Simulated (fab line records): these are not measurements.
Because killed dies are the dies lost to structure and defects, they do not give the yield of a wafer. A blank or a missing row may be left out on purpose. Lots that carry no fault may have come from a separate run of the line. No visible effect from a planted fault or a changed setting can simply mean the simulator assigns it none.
Which tool did it? / flow n5_finfet / 72 wafers from 24 lots sampled at 6 of the route's 1938 steps

== WHAT THE GAUGES READ, wafer by wafer ==
N5_BEOL_M8_INSPECT_58: inspects for defects (darkfield). Usual: raw_defect_count reads 71 (standard deviation 22).
lot=L074; measured=day 9 08:37; on=defect_inspect-02; raw_defect_count=60 55 71; flag=
lot=L075; measured=day 9 14:07; on=defect_inspect-01; raw_defect_count=56 59 54; flag=
lot=L076; measured=day 9 17:11; on=defect_inspect-02; raw_defect_count=68 76 78; flag=
lot=L077; measured=day 10 01:44; on=defect_inspect-02; raw_defect_count=69 62 86; flag=
lot=L078; measured=day 10 02:01; on=defect_inspect-01; raw_defect_count=79 118 77; flag=
lot=L079; measured=day 10 17:38; on=defect_inspect-02; raw_defect_count=82 60 80; flag=
lot=L080; measured=day 10 22:05; on=defect_inspect-02; raw_defect_count=100 99 83; flag=
lot=L081; measured=day 11 03:53; on=defect_inspect-01; raw_defect_count=83 79 43; flag=
lot=L082; measured=day 11 20:15; on=defect_inspect-02; raw_defect_count=145 123 92; flag=
lot=L083; measured=day 11 20:53; on=defect_inspect-01; raw_defect_count=63 81 64; flag=
lot=L085; measured=day 12 00:41; on=defect_inspect-01; raw_defect_count=78 112 74; flag=
lot=L084; measured=day 12 03:37; on=defect_inspect-02; raw_defect_count=43 60 34; flag=
lot=L086; measured=day 12 18:32; on=defect_inspect-01; raw_defect_count=93 80 61; flag=
lot=L087; measured=day 12 20:47; on=defect_inspect-02; raw_defect_count=70 69 94; flag=
lot=L088; measured=day 12 20:47; on=defect_inspect-02; raw_defect_count=37 54 91; flag=
lot=L089; measured=day 12 23:19; on=defect_inspect-02; raw_defect_count=32 32 50; flag=
lot=L090; measured=day 13 09:00; on=defect_inspect-01; raw_defect_count=50 67 39; flag=
lot=L091; measured=day 13 14:49; on=defect_inspect-01; raw_defect_count=70 74 40; flag=
lot=L092; measured=day 13 19:33; on=defect_inspect-01; raw_defect_count=95 70 73; flag=
lot=L094; measured=day 14 17:29; on=defect_inspect-01; raw_defect_count=84 91 92; flag=
lot=L093; measured=day 14 17:52; on=defect_inspect-02; raw_defect_count=62 78 76; flag=
lot=L095; measured=day 14 18:13; on=defect_inspect-01; raw_defect_count=45 59 40; flag=
lot=L096; measured=day 15 07:37; on=defect_inspect-01; raw_defect_count=99 65 69; flag=
lot=L097; measured=day 15 12:07; on=defect_inspect-01; raw_defect_count=56 59 58; flag=

N5_BEOL_M9_THK_MEAS_01. Usual: M9_ILD_THK gives 267 nm (standard deviation 3.8).
lot=L074; measured=day 9 09:15; on=film_metro-02; M9_ILD_THK (nm)=268 267 270; flag=
lot=L075; measured=day 9 15:14; on=film_metro-01; M9_ILD_THK (nm)=258 265 272; flag=
lot=L076; measured=day 9 17:49; on=film_metro-01; M9_ILD_THK (nm)=262 266 264; flag=
lot=L077; measured=day 10 02:35; on=film_metro-01; M9_ILD_THK (nm)=265 263 269; flag=
lot=L078; measured=day 10 03:00; on=film_metro-01; M9_ILD_THK (nm)=263 267 272; flag=
lot=L079; measured=day 10 18:51; on=film_metro-02; M9_ILD_THK (nm)=263 265 268; flag=
lot=L080; measured=day 10 22:43; on=film_metro-01; M9_ILD_THK (nm)=265 270 266; flag=
lot=L081; measured=day 11 04:33; on=film_metro-02; M9_ILD_THK (nm)=260 264 268; flag=
lot=L082; measured=day 11 20:53; on=film_metro-02; M9_ILD_THK (nm)=265 268 274; flag=
lot=L083; measured=day 11 21:31; on=film_metro-01; M9_ILD_THK (nm)=262 262 271; flag=
lot=L085; measured=day 12 01:47; on=film_metro-01; M9_ILD_THK (nm)=263 268 275; flag=
lot=L084; measured=day 12 05:41; on=film_metro-01; M9_ILD_THK (nm)=267 268 274; flag=
lot=L086; measured=day 12 19:10; on=film_metro-01; M9_ILD_THK (nm)=263 262 265; flag=
lot=L087; measured=day 12 21:24; on=film_metro-02; M9_ILD_THK (nm)=264 269 263; flag=
lot=L088; measured=day 12 21:53; on=film_metro-01; M9_ILD_THK (nm)=265 265 264; flag=
lot=L089; measured=day 12 23:56; on=film_metro-02; M9_ILD_THK (nm)=262 263 268; flag=
lot=L090; measured=day 13 09:47; on=film_metro-01; M9_ILD_THK (nm)=260 266 267; flag=
lot=L091; measured=day 13 15:28; on=film_metro-01; M9_ILD_THK (nm)=267 275 270; flag=
lot=L092; measured=day 13 20:40; on=film_metro-02; M9_ILD_THK (nm)=266 272 270; flag=
lot=L094; measured=day 14 18:07; on=film_metro-01; M9_ILD_THK (nm)=271 264 267; flag=
lot=L093; measured=day 14 18:30; on=film_metro-01; M9_ILD_THK (nm)=271 263 262; flag=
lot=L095; measured=day 14 18:50; on=film_metro-02; M9_ILD_THK (nm)=272 264 270; flag=
lot=L096; measured=day 15 08:15; on=film_metro-02; M9_ILD_THK (nm)=264 262 269; flag=
lot=L097; measured=day 15 12:44; on=film_metro-02; M9_ILD_THK (nm)=264 264 270; flag=

N5_BEOL_M9_CD_MEAS_18: pitch 140 nm, target cd 70 nm. Usual: cd_nm reads 70.1 nm (standard deviation 0.88).
lot=L074; measured=day 9 10:29; on=cd_sem-03; cd_nm (nm)=71.0 71.0 70.5; flag=
lot=L075; measured=day 9 16:37; on=cd_sem-03; cd_nm (nm)=69.1 71.5 70.9; flag=
lot=L076; measured=day 9 20:17; on=cd_sem-01; cd_nm (nm)=70.0 69.7 69.6; flag=
lot=L077; measured=day 10 05:31; on=cd_sem-03; cd_nm (nm)=69.9 70.2 69.5; flag=
lot=L078; measured=day 10 05:40; on=cd_sem-03; cd_nm (nm)=69.6 69.6 69.7; flag=
lot=L079; measured=day 10 22:21; on=cd_sem-03; cd_nm (nm)=70.8 70.2 70.2; flag=
lot=L080; measured=day 11 01:41; on=cd_sem-02; cd_nm (nm)=70.9 71.0 69.7; flag=
lot=L081; measured=day 11 10:37; on=cd_sem-03; cd_nm (nm)=69.1 69.5 68.6; flag=
lot=L082; measured=day 11 23:59; on=cd_sem-02; cd_nm (nm)=70.9 71.2 70.5; flag=
lot=L083; measured=day 12 00:14; on=cd_sem-02; cd_nm (nm)=70.9 70.8 70.7; flag=
lot=L085; measured=day 12 03:41; on=cd_sem-02; cd_nm (nm)=69.8 69.2 70.1; flag=
lot=L084; measured=day 12 07:43; on=cd_sem-03; cd_nm (nm)=72.7 71.4 72.4; flag=
lot=L086; measured=day 12 20:25; on=cd_sem-03; cd_nm (nm)=69.9 69.0 69.5; flag=
lot=L087; measured=day 12 23:56; on=cd_sem-02; cd_nm (nm)=70.4 71.4 70.3; flag=
lot=L088; measured=day 13 00:05; on=cd_sem-03; cd_nm (nm)=69.1 68.7 69.9; flag=
lot=L089; measured=day 13 02:09; on=cd_sem-01; cd_nm (nm)=70.5 70.7 71.5; flag=
lot=L090; measured=day 13 13:35; on=cd_sem-02; cd_nm (nm)=69.4 69.5 68.7; flag=
lot=L091; measured=day 13 18:13; on=cd_sem-02; cd_nm (nm)=69.3 69.8 70.7; flag=
lot=L092; measured=day 13 23:38; on=cd_sem-03; cd_nm (nm)=69.4 69.4 69.6; flag=
lot=L094; measured=day 14 20:01; on=cd_sem-03; cd_nm (nm)=70.1 70.5 70.6; flag=
lot=L093; measured=day 14 20:26; on=cd_sem-03; cd_nm (nm)=68.8 69.3 69.0; flag=
lot=L095; measured=day 14 20:46; on=cd_sem-03; cd_nm (nm)=70.4 70.1 70.2; flag=
lot=L096; measured=day 15 10:50; on=cd_sem-01; cd_nm (nm)=70.6 71.2 70.8; flag=
lot=L097; measured=day 15 14:18; on=cd_sem-01; cd_nm (nm)=70.3 69.9 70.9; flag=

== EACH LOT AND THE TOOL THAT RAN IT (in order: tool; ch and the chambers of the sampled wafers; start) ==
lot=L074; N5_BEOL_M8_STRIP_80=rie_diel-06 ch 1,2, day 9 05:41 or earlier; N5_BEOL_M8_PRE_CLEAN_45=pvd_sputter-03, day 9 05:41; N5_BEOL_M9_HM_DEP_02=pvd_sputter-01, day 9 09:28
lot=L075; N5_BEOL_M8_STRIP_80=rie_diel-04 ch 1,3, day 9 12:08 or earlier; N5_BEOL_M8_PRE_CLEAN_45=pvd_sputter-02, day 9 12:08; N5_BEOL_M9_HM_DEP_02=pvd_sputter-01, day 9 15:35
lot=L076; N5_BEOL_M8_STRIP_80=rie_diel-05 ch 0,1,2, day 9 15:03 or earlier; N5_BEOL_M8_PRE_CLEAN_45=pvd_sputter-03, day 9 15:03; N5_BEOL_M9_HM_DEP_02=pvd_sputter-02, day 9 18:56
lot=L077; N5_BEOL_M8_STRIP_80=rie_diel-04 ch 0,3, day 9 23:57 or earlier; N5_BEOL_M8_PRE_CLEAN_45=pvd_sputter-03, day 9 23:57; N5_BEOL_M9_HM_DEP_02=pvd_sputter-01, day 10 04:22
lot=L078; N5_BEOL_M8_STRIP_80=rie_diel-06 ch 2,3, day 10 00:01 or earlier; N5_BEOL_M8_PRE_CLEAN_45=pvd_sputter-01, day 10 00:01; N5_BEOL_M9_HM_DEP_02=pvd_sputter-01, day 10 04:28
lot=L079; N5_BEOL_M8_STRIP_80=rie_diel-05 ch 1,2,3, day 10 14:41 or earlier; N5_BEOL_M8_PRE_CLEAN_45=pvd_sputter-01, day 10 14:41; N5_BEOL_M9_HM_DEP_02=pvd_sputter-02, day 10 20:23
lot=L080; N5_BEOL_M8_STRIP_80=rie_diel-05 ch 1,2, day 10 20:32 or earlier; N5_BEOL_M8_PRE_CLEAN_45=pvd_sputter-03, day 10 20:32; N5_BEOL_M9_HM_DEP_02=pvd_sputter-01, day 11 00:19
lot=L081; N5_BEOL_M8_STRIP_80=rie_diel-06 ch 2,3, day 11 01:01 or earlier; N5_BEOL_M8_PRE_CLEAN_45=pvd_sputter-01, day 11 01:01; N5_BEOL_M9_HM_DEP_02=pvd_sputter-02, day 11 06:28
lot=L082; N5_BEOL_M8_STRIP_80=rie_diel-06 ch 0,1,2, day 11 17:41 or earlier; N5_BEOL_M8_PRE_CLEAN_45=pvd_sputter-03, day 11 17:41; N5_BEOL_M9_HM_DEP_02=pvd_sputter-02, day 11 22:47
lot=L083; N5_BEOL_M8_STRIP_80=rie_diel-06 ch 0,2, day 11 18:49 or earlier; N5_BEOL_M8_PRE_CLEAN_45=pvd_sputter-02, day 11 18:49; N5_BEOL_M9_HM_DEP_02=pvd_sputter-02, day 11 22:53
lot=L085; N5_BEOL_M8_STRIP_80=rie_diel-05 ch 1,2, day 11 23:01 or earlier; N5_BEOL_M8_PRE_CLEAN_45=pvd_sputter-01, day 11 23:01; N5_BEOL_M9_HM_DEP_02=pvd_sputter-01, day 12 02:32
lot=L084; N5_BEOL_M8_STRIP_80=rie_diel-05 ch 0,1,2, day 12 01:48 or earlier; N5_BEOL_M8_PRE_CLEAN_45=pvd_sputter-03, day 12 01:48; N5_BEOL_M9_HM_DEP_02=pvd_sputter-03, day 12 06:10
lot=L086; N5_BEOL_M8_STRIP_80=rie_diel-05 ch 0,1,2, day 12 16:32 or earlier; N5_BEOL_M8_PRE_CLEAN_45=pvd_sputter-03, day 12 16:32; N5_BEOL_M9_HM_DEP_02=pvd_sputter-02, day 12 19:30
lot=L087; N5_BEOL_M8_STRIP_80=rie_diel-04 ch 0,1,3, day 12 18:41 or earlier; N5_BEOL_M8_PRE_CLEAN_45=pvd_sputter-02, day 12 18:41; N5_BEOL_M9_HM_DEP_02=pvd_sputter-02, day 12 22:41
lot=L088; N5_BEOL_M8_STRIP_80=rie_diel-06 ch 2,3, day 12 19:00 or earlier; N5_BEOL_M8_PRE_CLEAN_45=pvd_sputter-02, day 12 19:00; N5_BEOL_M9_HM_DEP_02=pvd_sputter-03, day 12 22:41
lot=L089; N5_BEOL_M8_STRIP_80=rie_diel-06 ch 0,2,3, day 12 19:53 or earlier; N5_BEOL_M8_PRE_CLEAN_45=pvd_sputter-03, day 12 19:53; N5_BEOL_M9_HM_DEP_02=pvd_sputter-03, day 13 00:42
lot=L090; N5_BEOL_M8_STRIP_80=rie_diel-05 ch 2,3, day 13 06:49 or earlier; N5_BEOL_M8_PRE_CLEAN_45=pvd_sputter-01, day 13 06:49; N5_BEOL_M9_HM_DEP_02=pvd_sputter-02, day 13 12:22
lot=L091; N5_BEOL_M8_STRIP_80=rie_diel-04 ch 0,2,3, day 13 13:07 or earlier; N5_BEOL_M8_PRE_CLEAN_45=pvd_sputter-02, day 13 13:07; N5_BEOL_M9_HM_DEP_02=pvd_sputter-02, day 13 16:37
lot=L092; N5_BEOL_M8_STRIP_80=rie_diel-05 ch 0,2,3, day 13 17:25 or earlier; N5_BEOL_M8_PRE_CLEAN_45=pvd_sputter-02, day 13 17:25; N5_BEOL_M9_HM_DEP_02=pvd_sputter-01, day 13 22:34
lot=L094; N5_BEOL_M8_STRIP_80=rie_diel-04 ch 0,2,3, day 14 15:40 or earlier; N5_BEOL_M8_PRE_CLEAN_45=pvd_sputter-02, day 14 15:40; N5_BEOL_M9_HM_DEP_02=pvd_sputter-02, day 14 18:49
lot=L093; N5_BEOL_M8_STRIP_80=rie_diel-05 ch 0,2,3, day 14 15:45 or earlier; N5_BEOL_M8_PRE_CLEAN_45=pvd_sputter-02, day 14 15:45; N5_BEOL_M9_HM_DEP_02=pvd_sputter-02, day 14 19:32
lot=L095; N5_BEOL_M8_STRIP_80=rie_diel-04 ch 0,2, day 14 16:33 or earlier; N5_BEOL_M8_PRE_CLEAN_45=pvd_sputter-01, day 14 16:33; N5_BEOL_M9_HM_DEP_02=pvd_sputter-02, day 14 19:44
lot=L096; N5_BEOL_M8_STRIP_80=rie_diel-05 ch 1,3, day 15 05:55 or earlier; N5_BEOL_M8_PRE_CLEAN_45=pvd_sputter-02, day 15 05:55; N5_BEOL_M9_HM_DEP_02=pvd_sputter-03, day 15 09:47
lot=L097; N5_BEOL_M8_STRIP_80=rie_diel-05 ch 2,3, day 15 10:07 or earlier; N5_BEOL_M8_PRE_CLEAN_45=pvd_sputter-01, day 15 10:07; N5_BEOL_M9_HM_DEP_02=pvd_sputter-02, day 15 13:10
- N5_BEOL_M8_STRIP_80: strips in N2/H2, time 10 s.
- N5_BEOL_M8_PRE_CLEAN_45: time 30 s.
- N5_BEOL_M9_HM_DEP_02: deposits TiN, target thk 20 nm.

== AS READ BY THE TOOLS THEMSELVES (means over the sampled wafers that have a number; for cases with no such wafer, the mark the record gives instead) ==
N5_BEOL_M8_STRIP_80. Usual: drypump_motor_current_A 5.7 A, standard deviation 0.45; h2_flow_sccm 200.0 sccm, standard deviation 0.61; oes_product_au 0.81 a.u., standard deviation 0.093; rf_vpp_V 59.4 V, standard deviation 0.85; showerhead_plenum_p_Torr 2.59 Torr, standard deviation 0.081; throttle_valve_pct 23.60 %, standard deviation 0.27.
lot=L074; tool=rie_diel-06; drypump_motor_current_A (A)=6.1; h2_flow_sccm (sccm)=200.2; oes_product_au (a.u.)=0.73; rf_vpp_V (V)=59.9; showerhead_plenum_p_Torr (Torr)=2.61; throttle_valve_pct (%)=23.47; flag=
lot=L075; tool=rie_diel-04; drypump_motor_current_A (A)=5.3; h2_flow_sccm (sccm)=199.6; oes_product_au (a.u.)=0.85; rf_vpp_V (V)=58.8; showerhead_plenum_p_Torr (Torr)=2.51; throttle_valve_pct (%)=23.36; flag=
lot=L076; tool=rie_diel-05; drypump_motor_current_A (A)=5.9; h2_flow_sccm (sccm)=200.0; oes_product_au (a.u.)=0.84; rf_vpp_V (V)=59.2; showerhead_plenum_p_Torr (Torr)=2.64; throttle_valve_pct (%)=23.46; flag=
lot=L077; tool=rie_diel-04; drypump_motor_current_A (A)=5.6; h2_flow_sccm (sccm)=200.6; oes_product_au (a.u.)=0.92; rf_vpp_V (V)=59.0; showerhead_plenum_p_Torr (Torr)=2.48; throttle_valve_pct (%)=23.26; flag=
lot=L078; tool=rie_diel-06; drypump_motor_current_A (A)=5.9; h2_flow_sccm (sccm)=200.2; oes_product_au (a.u.)=0.73; rf_vpp_V (V)=59.4; showerhead_plenum_p_Torr (Torr)=2.57; throttle_valve_pct (%)=23.78; flag=
lot=L079; tool=rie_diel-05; drypump_motor_current_A (A)=5.7; h2_flow_sccm (sccm)=199.8; oes_product_au (a.u.)=0.89; rf_vpp_V (V)=59.0; showerhead_plenum_p_Torr (Torr)=2.66; throttle_valve_pct (%)=23.68; flag=
lot=L080; tool=rie_diel-05; drypump_motor_current_A (A)=6.0; h2_flow_sccm (sccm)=200.1; oes_product_au (a.u.)=0.84; rf_vpp_V (V)=59.9; showerhead_plenum_p_Torr (Torr)=2.65; throttle_valve_pct (%)=23.59; flag=
lot=L081; tool=rie_diel-06; drypump_motor_current_A (A)=6.0; h2_flow_sccm (sccm)=199.3; oes_product_au (a.u.)=0.72; rf_vpp_V (V)=59.6; showerhead_plenum_p_Torr (Torr)=2.61; throttle_valve_pct (%)=23.64; flag=
lot=L082; tool=rie_diel-06; drypump_motor_current_A (A)=6.0; h2_flow_sccm (sccm)=200.3; oes_product_au (a.u.)=0.71; rf_vpp_V (V)=58.9; showerhead_plenum_p_Torr (Torr)=2.56; throttle_valve_pct (%)=23.51; flag=
lot=L083; tool=rie_diel-06; drypump_motor_current_A (A)=5.8; h2_flow_sccm (sccm)=199.7; oes_product_au (a.u.)=0.74; rf_vpp_V (V)=59.6; showerhead_plenum_p_Torr (Torr)=2.58; throttle_valve_pct (%)=23.52; flag=
lot=L085; tool=rie_diel-05; drypump_motor_current_A (A)=5.6; h2_flow_sccm (sccm)=200.3; oes_product_au (a.u.)=0.89; rf_vpp_V (V)=59.3; showerhead_plenum_p_Torr (Torr)=2.62; throttle_valve_pct (%)=23.54; flag=
lot=L084; tool=rie_diel-05; drypump_motor_current_A (A)=5.8; h2_flow_sccm (sccm)=199.6; oes_product_au (a.u.)=0.82; rf_vpp_V (V)=59.2; showerhead_plenum_p_Torr (Torr)=2.63; throttle_valve_pct (%)=23.49; flag=
lot=L086; tool=rie_diel-05; drypump_motor_current_A (A)=5.9; h2_flow_sccm (sccm)=199.8; oes_product_au (a.u.)=0.80; rf_vpp_V (V)=60.0; showerhead_plenum_p_Torr (Torr)=2.63; throttle_valve_pct (%)=23.48; flag=
lot=L087; tool=rie_diel-04; drypump_motor_current_A (A)=5.5; h2_flow_sccm (sccm)=200.9; oes_product_au (a.u.)=0.89; rf_vpp_V (V)=58.7; showerhead_plenum_p_Torr (Torr)=2.51; throttle_valve_pct (%)=23.52; flag=
lot=L088; tool=rie_diel-06; drypump_motor_current_A (A)=6.0; h2_flow_sccm (sccm)=200.4; oes_product_au (a.u.)=0.72; rf_vpp_V (V)=60.2; showerhead_plenum_p_Torr (Torr)=2.61; throttle_valve_pct (%)=23.66; flag=
lot=L089; tool=rie_diel-06; drypump_motor_current_A (A)=5.9; h2_flow_sccm (sccm)=199.7; oes_product_au (a.u.)=0.72; rf_vpp_V (V)=59.5; showerhead_plenum_p_Torr (Torr)=2.57; throttle_valve_pct (%)=23.68; flag=
lot=L090; tool=rie_diel-05; drypump_motor_current_A (A)=6.1; h2_flow_sccm (sccm)=200.3; oes_product_au (a.u.)=0.79; rf_vpp_V (V)=59.3; showerhead_plenum_p_Torr (Torr)=2.68; throttle_valve_pct (%)=23.76; flag=
lot=L091; tool=rie_diel-04; drypump_motor_current_A (A)=5.4; h2_flow_sccm (sccm)=200.1; oes_product_au (a.u.)=0.87; rf_vpp_V (V)=58.3; showerhead_plenum_p_Torr (Torr)=2.51; throttle_valve_pct (%)=23.55; flag=
lot=L092; tool=rie_diel-05; drypump_motor_current_A (A)=6.0; h2_flow_sccm (sccm)=200.1; oes_product_au (a.u.)=0.77; rf_vpp_V (V)=60.7; showerhead_plenum_p_Torr (Torr)=2.66; throttle_valve_pct (%)=23.65; flag=
lot=L094; tool=rie_diel-04; drypump_motor_current_A (A)=5.4; h2_flow_sccm (sccm)=199.7; oes_product_au (a.u.)=0.86; rf_vpp_V (V)=58.5; showerhead_plenum_p_Torr (Torr)=2.51; throttle_valve_pct (%)=23.56; flag=
lot=L093; tool=rie_diel-05; drypump_motor_current_A (A)=6.0; h2_flow_sccm (sccm)=200.0; oes_product_au (a.u.)=0.76; rf_vpp_V (V)=59.5; showerhead_plenum_p_Torr (Torr)=2.66; throttle_valve_pct (%)=23.65; flag=
lot=L095; tool=rie_diel-04; drypump_motor_current_A (A)=5.2; h2_flow_sccm (sccm)=200.1; oes_product_au (a.u.)=0.87; rf_vpp_V (V)=59.4; showerhead_plenum_p_Torr (Torr)=2.55; throttle_valve_pct (%)=23.80; flag=
lot=L096; tool=rie_diel-05; drypump_motor_current_A (A)=5.5; h2_flow_sccm (sccm)=200.0; oes_product_au (a.u.)=0.84; rf_vpp_V (V)=59.8; showerhead_plenum_p_Torr (Torr)=2.66; throttle_valve_pct (%)=23.83; flag=
lot=L097; tool=rie_diel-05; drypump_motor_current_A (A)=6.1; h2_flow_sccm (sccm)=199.9; oes_product_au (a.u.)=0.77; rf_vpp_V (V)=60.1; showerhead_plenum_p_Torr (Torr)=2.67; throttle_valve_pct (%)=23.78; flag=

N5_BEOL_M8_PRE_CLEAN_45. Usual: heater_power_w reads 329 W (standard deviation 31).
lot=L074; tool=pvd_sputter-03; heater_power_w (W)=331; flag=
lot=L075; tool=pvd_sputter-02; heater_power_w (W)=333; flag=
lot=L076; tool=pvd_sputter-03; heater_power_w (W)=315; flag=
lot=L077; tool=pvd_sputter-03; heater_power_w (W)=311; flag=
lot=L078; tool=pvd_sputter-01; heater_power_w (W)=357; flag=
lot=L079; tool=pvd_sputter-01; heater_power_w (W)=346; flag=
lot=L080; tool=pvd_sputter-03; heater_power_w (W)=318; flag=
lot=L081; tool=pvd_sputter-01; heater_power_w (W)=339; flag=
lot=L082; tool=pvd_sputter-03; heater_power_w (W)=336; flag=
lot=L083; tool=pvd_sputter-02; heater_power_w (W)=339; flag=
lot=L085; tool=pvd_sputter-01; heater_power_w (W)=342; flag=
lot=L084; tool=pvd_sputter-03; heater_power_w (W)=316; flag=
lot=L086; tool=pvd_sputter-03; heater_power_w (W)=322; flag=
lot=L087; tool=pvd_sputter-02; heater_power_w (W)=318; flag=
lot=L088; tool=pvd_sputter-02; heater_power_w (W)=305; flag=
lot=L089; tool=pvd_sputter-03; heater_power_w (W)=320; flag=
lot=L090; tool=pvd_sputter-01; heater_power_w (W)=354; flag=
lot=L091; tool=pvd_sputter-02; heater_power_w (W)=355; flag=
lot=L092; tool=pvd_sputter-02; heater_power_w (W)=342; flag=
lot=L094; tool=pvd_sputter-02; heater_power_w (W)=308; flag=
lot=L093; tool=pvd_sputter-02; heater_power_w (W)=314; flag=
lot=L095; tool=pvd_sputter-01; heater_power_w (W)=357; flag=
lot=L096; tool=pvd_sputter-02; heater_power_w (W)=340; flag=
lot=L097; tool=pvd_sputter-01; heater_power_w (W)=340; flag=

N5_BEOL_M9_HM_DEP_02. Usual: throttle_valve_pct reads 29.8 % (standard deviation 0.78).
lot=L074; tool=pvd_sputter-01; throttle_valve_pct (%)=30.0; flag=
lot=L075; tool=pvd_sputter-01; throttle_valve_pct (%)=29.5; flag=
lot=L076; tool=pvd_sputter-02; throttle_valve_pct (%)=28.7; flag=
lot=L077; tool=pvd_sputter-01; throttle_valve_pct (%)=29.7; flag=
lot=L078; tool=pvd_sputter-01; throttle_valve_pct (%)=29.6; flag=
lot=L079; tool=pvd_sputter-02; throttle_valve_pct (%)=29.2; flag=
lot=L080; tool=pvd_sputter-01; throttle_valve_pct (%)=29.6; flag=
lot=L081; tool=pvd_sputter-02; throttle_valve_pct (%)=29.1; flag=
lot=L082; tool=pvd_sputter-02; throttle_valve_pct (%)=29.6; flag=
lot=L083; tool=pvd_sputter-02; throttle_valve_pct (%)=29.6; flag=
lot=L085; tool=pvd_sputter-01; throttle_valve_pct (%)=30.0; flag=
lot=L084; tool=pvd_sputter-03; throttle_valve_pct (%)=30.2; flag=
lot=L086; tool=pvd_sputter-02; throttle_valve_pct (%)=30.1; flag=
lot=L087; tool=pvd_sputter-02; throttle_valve_pct (%)=29.6; flag=
lot=L088; tool=pvd_sputter-03; throttle_valve_pct (%)=30.0; flag=
lot=L089; tool=pvd_sputter-03; throttle_valve_pct (%)=29.7; flag=
lot=L090; tool=pvd_sputter-02; throttle_valve_pct (%)=29.2; flag=
lot=L091; tool=pvd_sputter-02; throttle_valve_pct (%)=30.0; flag=
lot=L092; tool=pvd_sputter-01; throttle_valve_pct (%)=29.8; flag=
lot=L094; tool=pvd_sputter-02; throttle_valve_pct (%)=30.1; flag=
lot=L093; tool=pvd_sputter-02; throttle_valve_pct (%)=30.2; flag=
lot=L095; tool=pvd_sputter-02; throttle_valve_pct (%)=30.1; flag=
lot=L096; tool=pvd_sputter-03; throttle_valve_pct (%)=30.0; flag=
lot=L097; tool=pvd_sputter-02; throttle_valve_pct (%)=29.5; flag=

== THE ANSWER, worked out from the rows above alone ==
Rule: a lot counts as off when the mean over its wafers that have a number is more than 3 standard deviations away from the usual mean. Also off: a lot with no number at a reading for which 4 or more lots have one. Where the step has rows for the other lots, those lots are counted as sound. After the gauges, taken in route order, come the tools' own readings; for these a lot's mean is taken, as printed above. The first step at which some lot is off is used, and at that step the reading that is off furthest; a lot without a number counts as furthest.
None of the lots is off at any reading shown; this tells nothing.

== WHAT WAS PUT IN BY THE SIMULATOR ==
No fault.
